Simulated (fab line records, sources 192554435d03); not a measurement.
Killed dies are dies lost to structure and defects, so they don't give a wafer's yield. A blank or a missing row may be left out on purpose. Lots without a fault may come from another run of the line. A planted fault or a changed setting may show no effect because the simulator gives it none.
fab line records | flow n5_finfet | part 1 of 2: steps 1 to 20 of 27
record lots=5 wafers=15 last_day=18
route steps=1938 shown MOL_CONTACT_COAG@586
lots that met no fault: from a run of the same line without faults
start_h: hours from the record's first day to the start of the lot's first wafer shown | wait_h: hours since the lot's step before | " the same as in the row above | L1.1+2: a row that stands for several wafers | - no value, or no start given | * or withheld: withheld | < > ~ a bound
route shown NAME@n: a module of which the file shows steps, and the number in the route of the first | usual: mean/standard deviation of fault-free wafers | same: alike in all rows | chamber/n: place in a boat | sites: the reading at each site | _std_site: their standard deviation | _edge_site: outer sites' mean less inner sites' | radius_mm: how far each site lies from the wafer's centre | mask NAME#n: copy n | behind: the tool/chamber that last shaped the wafer | hold: why the lot was held/for how many hours/how that ended | device: the transistor (n, p or np) that didn't switch | end of line: the same wafers' tests at the end of the route | a step without rows: its recipe alone | killed: dies lost to structure and defects at the first sort, not the wafer's yield | map: a wafer's dies, x killed, . not, _ none there
set.NAME: the setting as run; set.NAME@STEP: as run at that earlier step | model.NAME: the simulator's own value behind a step, which no gauge read
lots at some steps of the route; a table a step, a row a wafer
services: from which hour (start_h, from the record's first day; less than 0 if before it) a tool's chamber was out of use, for how many hours, and why
## steps
# step N5_MOL_CONTACT_COAG_VIA_ETCH_46
# recipe chemistry=C4F6/O2 target_depth_a=460 overetch_a=92 mask_material=SOC target=SiO2 bias_w=455 pressure_mtorr=10 time_s=40 source_w=325 Ar_flow_sccm=300 C4F6_flow_sccm=10 O2_flow_sccm=10 ion_energy_ev=575.3 ends=end_point
# usual chamber_pressure_mTorr=9.999/0.0086 drypump_motor_current_A=5.8/0.42 oes_product_au=0.70/0.089 rf_vpp_V=1596/63 showerhead_plenum_p_Torr=2.87/0.069 throttle_valve_pct=40.8/0.37
# columns lot.wafer tool chamber start_h wait_h chamber_pressure_mTorr drypump_motor_current_A oes_product_au rf_hours_counter_h rf_vpp_V showerhead_plenum_p_Torr throttle_valve_pct
L075.3 rie_diel-06 0 111.95 0.0 10.004 5.4 0.63 181 1528 2.76 41.2
L075.5 " 2 " " 9.991 6.4 0.63 - 1673 2.88 40.4
L075.6 " 1 " " 10.002 6.5 0.65 - 1649 2.93 40.8
L077.1 rie_diel-05 0 115.00 0.0 9.972 5.4 0.61 248 1617 2.80 40.7
L077.3 " 3 " " 10.013 6.1 0.63 209 1592 2.81 40.5
L077.4 " 2 " " 9.987 5.7 0.72 99 1641 2.96 40.5
L089.1 rie_diel-05 0 191.79 0.0 10.006 5.4 0.82 17 1616 2.79 41.5
L089.3 " 3 " " 10.001 6.1 0.61 239 1591 2.79 40.6
L089.5 " 3 " " 9.998 6.1 0.62 - 1591 2.79 40.6
L091.3 rie_diel-06 1 203.10 0.0 9.990 6.4 0.85 9 1649 2.91 40.6
L091.5 " 0 " " 9.996 5.3 0.62 - 1527 2.75 41.3
L091.6 " 1 " " 10.009 6.5 0.85 - 1647 2.91 40.7
L097.1 rie_diel-04 3 240.39 0.0 9.999 5.3 0.62 253 1461 2.79 40.8
L097.3 " 0 " " 9.994 5.4 0.84 12 1654 2.92 40.6
L097.6 " 3 " " 9.991 5.3 0.63 - 1460 2.79 40.8
# step N5_MOL_CONTACT_COAG_STRIP_96
# recipe chemistry=N2/H2 power_w=500 temp_c=40 pressure_mtorr=50 rf_frequency_hz=6e+07 overash_fraction=0.3 bias_power_w=28 h2_frac=0.5 n2_flow_sccm=300 h2_flow_sccm=300
# usual chamber_pressure_mTorr=50.01/0.064 drypump_motor_current_A=5.8/0.43 oes_product_au=0.79/0.1 rf_vpp_V=122.2/1.3 showerhead_plenum_p_Torr=3.39/0.1 throttle_valve_pct=18.9/0.49
# columns lot.wafer tool chamber start_h wait_h chamber_pressure_mTorr drypump_motor_current_A oes_product_au rf_hours_counter_h rf_vpp_V showerhead_plenum_p_Torr throttle_valve_pct
L075.3 rie_diel-06 0 112.01 0.0 50.12 5.4 0.69 182 122.0 3.19 18.8
L075.5 " 2 " " 50.03 6.4 0.68 - 122.0 3.42 18.6
L075.6 " 1 " " 50.17 6.5 0.71 - 122.3 3.43 18.7
L077.1 rie_diel-05 0 115.07 0.0 50.02 5.3 0.66 248 119.7 3.33 19.3
L077.3 " 3 " " 50.07 6.1 0.72 209 120.8 3.35 19.7
L077.4 " 2 " " 50.04 5.7 0.79 99 125.2 3.55 19.3
L089.1 rie_diel-05 0 191.86 0.0 49.90 5.4 0.92 17 120.1 3.32 19.1
L089.3 " 3 " " 50.07 6.1 0.68 239 119.6 3.33 19.7
L089.5 " 3 " " 50.07 6.2 0.69 - 120.9 3.33 19.7
L091.3 rie_diel-06 1 203.16 0.0 50.05 6.5 0.96 9 122.7 3.42 18.3
L091.5 " 0 " " 50.05 5.3 0.68 - 121.8 3.17 18.8
L091.6 " 1 " " 50.09 6.5 0.97 - 122.3 3.42 18.3
L097.1 rie_diel-04 3 240.46 0.0 50.06 5.4 0.71 253 122.2 3.29 18.9
L097.3 " 0 " " 49.95 5.3 0.91 12 121.9 3.41 18.6
L097.6 " 3 " " 49.90 5.4 0.71 - 122.0 3.29 18.9
# step N5_MOL_CONTACT_COAG_ETCH_47
# recipe chemistry=CH3F/O2 target=SiNx target_depth_a=270 mask_material=SiO2 stop_on=W over_etch_frac=0.2 ion_energy_ev=120 endpoint=OES-CN pressure_mtorr=30 source_w=395 bias_w=73 Ar_flow_sccm=150 CH3F_flow_sccm=30 O2_flow_sccm=20 ends=end_point
# usual chamber_pressure_mTorr=30.00/0.031 drypump_motor_current_A=5.7/0.42 etch_rf_on_time_s=31.1/0.71 oes_product_au=0.70/0.094 rf_vpp_V=299/13 showerhead_plenum_p_Torr=2.02/0.052 throttle_valve_pct=16.34/0.26
# columns lot.wafer tool chamber start_h wait_h chamber_pressure_mTorr drypump_motor_current_A etch_rf_on_time_s oes_product_au rf_hours_counter_h rf_vpp_V showerhead_plenum_p_Torr throttle_valve_pct
L075.3 rie_diel-06 0 112.05 0.0 29.97 5.3 32.1 0.62 182 286 1.94 16.53
L075.5 " 2 " " 30.08 6.4 31.0 0.62 - 315 2.04 16.40
L075.6 " 1 " " 30.02 6.5 30.6 0.64 - 309 2.06 16.36
L077.1 rie_diel-05 0 115.11 0.0 30.01 5.4 32.2 0.59 248 304 1.97 16.55
L077.3 " 3 " " 30.02 6.1 31.4 0.63 209 297 1.97 16.49
L077.4 " 2 " " 30.03 5.7 31.0 0.71 99 308 2.09 16.22
L089.1 rie_diel-05 0 191.90 0.0 30.01 5.3 31.6 0.81 17 303 1.96 16.19
L089.3 " 3 " " 30.03 6.1 31.3 0.61 239 299 1.96 16.53
L089.5 " 3 " " 29.97 6.1 31.4 0.61 - 299 1.96 16.55
L091.3 rie_diel-06 1 203.20 0.0 29.90 6.5 29.3 0.87 9 309 2.05 15.94
L091.5 " 0 " " 30.03 5.3 31.9 0.61 - 286 1.92 16.62
L091.6 " 1 " " 30.02 6.4 29.6 0.87 - 311 2.05 15.94
L097.1 rie_diel-04 3 240.50 0.0 29.94 5.3 30.9 0.62 253 274 1.97 16.68
L097.3 " 0 " " 30.00 5.3 30.7 0.83 12 311 2.06 16.27
L097.6 " 3 " " 29.96 5.3 31.0 0.62 - 273 1.97 16.69
# step N5_MOL_CONTACT_COAG_STRIP_119
# recipe chemistry=N2/H2 time_s=30 power_w=1000 temp_c=250 pressure_mtorr=withheld n2_flow_sccm=1750 h2_flow_sccm=3250
# usual drypump_motor_current_A=5.7/0.47 heater_power_w=345/19
# columns lot.wafer tool chamber start_h wait_h drypump_motor_current_A heater_power_w rf_hours_counter_h
L075.3 plasma_asher-01 0 112.16 0.1 5.1 378 -
L075.5 " 1 " " 6.4 336 -
L075.6 " 0 " " 5.1 366 -
L077.1 plasma_asher-01 0 115.36 0.2 5.1 374 49
L077.3 " 1 " " 6.5 333 -
L077.4 " 0 " " 5.1 386 -
L089.1 plasma_asher-02 0 191.98 0.1 5.8 325 108
L089.3 " 1 " " 5.5 345 -
L089.5 " 1 " " 5.5 342 -
L091.3 plasma_asher-01 1 203.31 0.1 6.4 334 -
L091.5 " 0 " " 5.1 379 -
L091.6 " 1 " " 6.4 338 -
L097.1 plasma_asher-02 1 240.58 0.1 5.4 348 119
L097.3 " 0 " " 5.8 334 -
L097.6 " 1 " " 5.5 350 -
# step N5_MOL_CONTACT_COAG_PRECLEAN_144
# recipe chemistry=alkaline_clean temp_c=60 time_s=60 do_ppb=50
# columns lot.wafer tool chamber start_h wait_h
L075.3+5+6 wet_bench-03 3,7,1 112.22 0.0
L077.1+3+4 wet_bench-03 2,1,6 115.45 0.1
L089.1+3+5 wet_bench-03 5,0,7 192.07 0.1
L091.3+5+6 wet_bench-04 3,7,4 203.37 0.0
L097.1+3+6 wet_bench-05 0,4,7 240.67 0.1
# step N5_MOL_CONTACT_COAG_SRD_145
# recipe dry=ipa_marangoni time_s=30 temp_c=23 rinse_liquid=diw
# columns lot.wafer tool chamber start_h wait_h
L075.3+5+6 wet_bench-03 3,7,1 112.24 0.0
L077.1+3+4 wet_bench-03 2,1,6 115.47 0.0
L089.1+3+5 wet_bench-03 5,0,7 192.09 0.0
L091.3+5+6 wet_bench-04 3,7,4 203.41 0.0
L097.1+3+6 wet_bench-05 0,4,7 240.68 0.0
# step N5_MOL_CONTACT_COAG_CD_MEAS_137
# recipe target_cd_nm=16
# usual cd_nm=16.0/0.43
# columns lot.wafer tool chamber start_h wait_h cd_nm
L075.3 cd_sem-01 - 112.29 0.0 15.8
L075.5 " - " " 15.6
L075.6 " - " " 15.9
L077.1 cd_sem-02 - 115.51 0.0 15.4
L077.3 " - " " 16.0
L077.4 " - " " 16.3
L089.1 cd_sem-02 - 192.13 0.0 16.0
L089.3 " - " " 17.0
L089.5 " - " " 16.8
L091.3 cd_sem-02 - 203.48 0.0 16.2
L091.5 " - " " 16.1
L091.6 " - " " 16.0
L097.1 cd_sem-01 - 240.72 0.0 16.1
L097.3 " - " " 15.1
L097.6 " - " " 15.7
# step N5_MOL_CONTACT_COAG_COAT_62
# recipe resist=SOC temp_c=250 time_s=60 spin_rpm=1500 resist_thk_nm=60
# usual spin_speed_rpm=1500.1/0.99
# columns lot.wafer tool chamber start_h wait_h spin_speed_rpm
L075.3 litho_track-02 0 112.32 0.0 1500.6
L075.5 " 0 " " 1499.9
L075.6 " 0 " " 1501.2
L077.1 litho_track-02 0 115.55 0.0 1501.3
L077.3 " 0 " " 1499.9
L077.4 " 0 " " 1499.0
L089.1 litho_track-03 0 192.16 0.0 1499.7
L089.3 " 0 " " 1498.9
L089.5 " 0 " " 1499.5
L091.3 litho_track-01 0 203.51 0.0 1498.4
L091.5 " 0 " " 1500.2
L091.6 " 0 " " 1501.2
L097.1 litho_track-02 0 240.76 0.0 1497.7
L097.3 " 0 " " 1498.6
L097.6 " 0 " " 1498.4
# step N5_MOL_CONTACT_COAG_COAT_63
# recipe resist=SiARC temp_c=220 time_s=60 spin_rpm=1500 resist_thk_nm=10
# usual spin_speed_rpm=1500.0/0.99
# columns lot.wafer tool chamber start_h wait_h spin_speed_rpm
L075.3 litho_track-02 0 - - 1499.1
L075.5 " 0 " " 1499.5
L075.6 " 0 " " 1498.9
L077.1 litho_track-02 0 - - 1500.3
L077.3 " 0 " " 1500.9
L077.4 " 0 " " 1500.4
L089.1 litho_track-03 0 - - 1500.0
L089.3 " 0 " " 1500.5
L089.5 " 0 " " 1499.0
L091.3 litho_track-01 0 - - 1501.5
L091.5 " 0 " " 1499.3
L091.6 " 0 " " 1498.6
L097.1 litho_track-02 0 - - 1499.6
L097.3 " 0 " " 1499.8
L097.6 " 0 " " 1499.7
# step N5_MOL_CONTACT_COAG_COAT_64
# recipe resist=underlayer temp_c=205 time_s=60 spin_rpm=1500 resist_thk_nm=10
# usual spin_speed_rpm=1500.0/1.1
# columns lot.wafer tool chamber start_h wait_h spin_speed_rpm
L075.3 litho_track-02 0 - - 1499.7
L075.5 " 0 " " 1500.0
L075.6 " 0 " " 1501.2
L077.1 litho_track-02 0 - - 1498.8
L077.3 " 0 " " 1499.3
L077.4 " 0 " " 1499.0
L089.1 litho_track-03 0 - - 1497.8
L089.3 " 0 " " 1500.3
L089.5 " 0 " " 1499.1
L091.3 litho_track-01 0 - - 1501.5
L091.5 " 0 " " 1500.1
L091.6 " 0 " " 1500.5
L097.1 litho_track-02 0 - - 1500.9
L097.3 " 0 " " 1500.2
L097.6 " 0 " " 1501.2
# step N5_MOL_CONTACT_COAG_COAT_34
# recipe resist=CAR-EUV spin_rpm=1500 resist_thk_nm=40
# usual spin_speed_rpm=1500.1/1
# columns lot.wafer tool chamber start_h wait_h spin_speed_rpm
L075.3 litho_track-02 0 - - 1500.2
L075.5 " 0 " " 1499.6
L075.6 " 0 " " 1499.1
L077.1 litho_track-02 0 - - 1500.8
L077.3 " 0 " " 1499.8
L077.4 " 0 " " 1498.9
L089.1 litho_track-03 0 - - 1499.5
L089.3 " 0 " " 1500.2
L089.5 " 0 " " 1499.5
L091.3 litho_track-01 0 - - 1500.7
L091.5 " 0 " " 1500.3
L091.6 " 0 " " 1500.6
L097.1 litho_track-02 0 - - 1499.6
L097.3 " 0 " " 1499.9
L097.6 " 0 " " 1500.7
# step N5_MOL_CONTACT_COAG_EBR_36
# recipe solvent=PGMEA ebr_width_mm=1.5
# columns lot.wafer tool chamber start_h wait_h
L075.3+5+6 litho_track-02 0 - -
L077.1+3+4 litho_track-02 0 - -
L089.1+3+5 litho_track-03 0 - -
L091.3+5+6 litho_track-01 0 - -
L097.1+3+6 litho_track-02 0 - -
# step N5_MOL_CONTACT_COAG_SOFTBAKE_35
# recipe temp_c=110 time_s=60 resist=CAR-EUV
# columns lot.wafer tool chamber start_h wait_h
L075.3+5+6 litho_track-02 0 - -
L077.1+3+4 litho_track-02 0 - -
L089.1+3+5 litho_track-03 0 - -
L091.3+5+6 litho_track-01 0 - -
L097.1+3+6 litho_track-02 0 - -
# step N5_MOL_CONTACT_COAG_EXPOSE_37
# recipe mask_id=VD na=0.33 source_shape=annular sigma_inner=0.3 sigma_outer=0.7 polarization=unpolarized defocus_nm=0 dose_mj=62
# usual focus_offset_nm=0.0/0.53 reticle_temp_C=23.02/0.11 stage_msd_nm=0.856/0.027
# columns lot.wafer tool chamber start_h wait_h mask focus_offset_nm reticle_temp_C stage_msd_nm
L075.3 euv_scanner-02 0 112.47 - VD#0 -0.1 23.25 0.870
L075.5 " 0 " " VD#0 0.4 23.08 0.871
L075.6 " 0 " " VD#0 -0.7 23.18 0.868
L077.1 euv_scanner-01 0 115.81 - VD#0 0.9 23.09 0.849
L077.3 " 0 " " VD#0 0.2 22.98 0.850
L077.4 " 0 " " VD#0 0.3 23.02 0.850
L089.1 euv_scanner-01 0 192.42 - VD#0 -0.3 23.07 0.833
L089.3 " 0 " " VD#0 -0.8 23.06 0.833
L089.5 " 0 " " VD#0 -0.6 22.99 0.835
L091.3 euv_scanner-02 0 203.79 - VD#0 -0.2 23.00 0.902
L091.5 " 0 " " VD#0 -0.2 22.90 0.902
L091.6 " 0 " " VD#0 -0.3 22.96 0.902
L097.1 euv_scanner-02 0 241.02 - VD#0 -0.3 23.04 0.903
L097.3 " 0 " " VD#0 0.6 22.99 0.905
L097.6 " 0 " " VD#0 -0.4 23.02 0.903
# step N5_MOL_CONTACT_COAG_PEB_38
# recipe peb_temp_c=100 peb_time_s=60 resist=CAR-EUV
# columns lot.wafer tool chamber start_h wait_h
L075.3+5+6 litho_track-03 0 112.54 0.1
L077.1+3+4 litho_track-02 0 115.89 0.1
L089.1+3+5 litho_track-03 0 192.50 0.1
L091.3+5+6 litho_track-03 0 203.85 0.1
L097.1+3+6 litho_track-03 0 241.10 0.1
# step N5_MOL_CONTACT_COAG_DEVELOP_39
# recipe develop_time_s=30 developer=TMAH resist=CAR-EUV rinse_liquid=surfactant_rinse dry=air_spin dev_temp_c=23
# columns lot.wafer tool chamber start_h wait_h
L075.3+5+6 litho_track-03 0 - -
L077.1+3+4 litho_track-02 0 - -
L089.1+3+5 litho_track-03 0 - -
L091.3+5+6 litho_track-03 0 - -
L097.1+3+6 litho_track-03 0 - -
# step N5_MOL_CONTACT_COAG_CD_MEAS_40
# recipe target_cd_nm=25.1 landing_energy_ev=500 detector=se_inlens polarity=opening
# usual cd_nm=25.02/0.25
# columns lot.wafer tool chamber start_h wait_h cd_nm
L075.3 cd_sem-02 0 112.60 - 25.17
L075.5 " 0 " " 24.89
L075.6 " 0 " " 24.87
L077.1 cd_sem-01 0 115.95 - 24.60
L077.3 " 0 " " 24.75
L077.4 " 0 " " 24.45
L089.1 cd_sem-02 0 192.57 - 25.14
L089.3 " 0 " " 24.97
L089.5 " 0 " " 24.84
L091.3 cd_sem-03 0 203.92 - 25.14
L091.5 " 0 " " 24.92
L091.6 " 0 " " 25.18
L097.1 cd_sem-02 0 241.17 - 25.12
L097.3 " 0 " " 24.38
L097.6 " 0 " " 24.76
# step N5_MOL_CONTACT_COAG_OVL_MEAS_41
# recipe points_per_wafer=522
# usual VD_OVL=-0.2/0.6
# columns lot.wafer tool chamber start_h wait_h VD_OVL[nm]
L075.3 overlay-02 0 112.64 0.0 -1.2
L075.5 " 0 " " 0.6
L075.6 " 0 " " -0.5
L077.1 overlay-01 0 115.98 0.0 0.0
L077.3 " 0 " " 0.1
L077.4 " 0 " " 0.9
L089.1 overlay-01 0 192.60 0.0 0.6
L089.3 " 0 " " -0.5
L089.5 " 0 " " 0.6
L091.3 overlay-02 0 203.96 0.0 0.1
L091.5 " 0 " " -0.1
L091.6 " 0 " " -0.5
L097.1 overlay-02 0 241.20 0.0 0.3
L097.3 " 0 " " -0.1
L097.6 " 0 " " 0.0
# step N5_MOL_CONTACT_COAG_INSPECT_42
# recipe mode=adi inspect_instrument=brightfield
# usual raw_defect_count=190/46
# columns lot.wafer tool chamber start_h wait_h raw_defect_count
L075.3 defect_inspect-01 - 112.69 0.0 239
L075.5 " - " " 172
L075.6 " - " " 204
L077.1 defect_inspect-02 - 116.04 0.1 269
L077.3 " - " " 189
L077.4 " - " " 198
L089.1 defect_inspect-01 - 192.66 0.1 196
L089.3 " - " " 240
L089.5 " - " " 150
L091.3 defect_inspect-02 - 204.01 0.0 164
L091.5 " - " " 131
L091.6 " - " " 171
L097.1 defect_inspect-01 - 241.26 0.1 155
L097.3 " - " " 184
L097.6 " - " " 153
# step N5_MOL_CONTACT_COAG_DESCUM_45
# recipe chemistry=O2 time_s=7 source_power_w=50 bias_power_w=20 pressure_mtorr=20 rf_frequency_hz=2.712e+07 temp_c=40 resist=CAR-EUV o2_flow_sccm=225
# usual chamber_pressure_mTorr=20.001/0.019 drypump_motor_current_A=5.8/0.41 oes_product_au=0.79/0.099 rf_vpp_V=243.6/1.3 showerhead_plenum_p_Torr=2.12/0.064 throttle_valve_pct=20.43/0.17
# columns lot.wafer tool chamber start_h wait_h chamber_pressure_mTorr drypump_motor_current_A oes_product_au rf_hours_counter_h rf_vpp_V showerhead_plenum_p_Torr throttle_valve_pct
L075.3 rie_diel-06 1 112.72 0.0 19.988 6.5 0.71 228 244.8 2.15 20.36
L075.5 " 0 " " 19.998 5.3 0.70 - 241.9 2.00 20.44
L075.6 " 2 " " 19.989 6.4 0.68 - 245.0 2.16 20.63
L077.1 rie_diel-06 1 116.08 0.0 20.002 6.5 0.70 230 245.1 2.15 20.37
L077.3 " 0 " " 19.994 5.3 0.70 184 241.6 1.99 20.45
L077.4 " 0 " " 20.005 5.3 0.70 - 240.9 1.99 20.44
L089.1 rie_diel-05 0 192.69 0.0 20.028 5.3 0.91 17 241.8 2.06 20.43
L089.3 " 2 " " 19.986 5.7 0.77 130 242.4 2.19 20.41
L089.5 " 2 " " 19.980 5.7 0.77 - 246.4 2.19 20.42
L091.3 rie_diel-04 2 204.04 0.0 19.984 5.9 0.81 116 242.8 2.21 20.58
L091.5 " 3 " " 20.009 5.3 0.71 - 243.7 2.06 20.67
L091.6 " 2 " " 19.991 5.8 0.82 - 244.9 2.21 20.57
L097.1 rie_diel-05 2 241.29 0.0 20.021 5.7 0.75 143 244.4 2.19 20.45
L097.3 " 0 " " 19.949 5.3 0.89 31 241.9 2.05 20.43
L097.6 " 3 " " 20.002 6.1 0.69 - 242.6 2.04 20.50
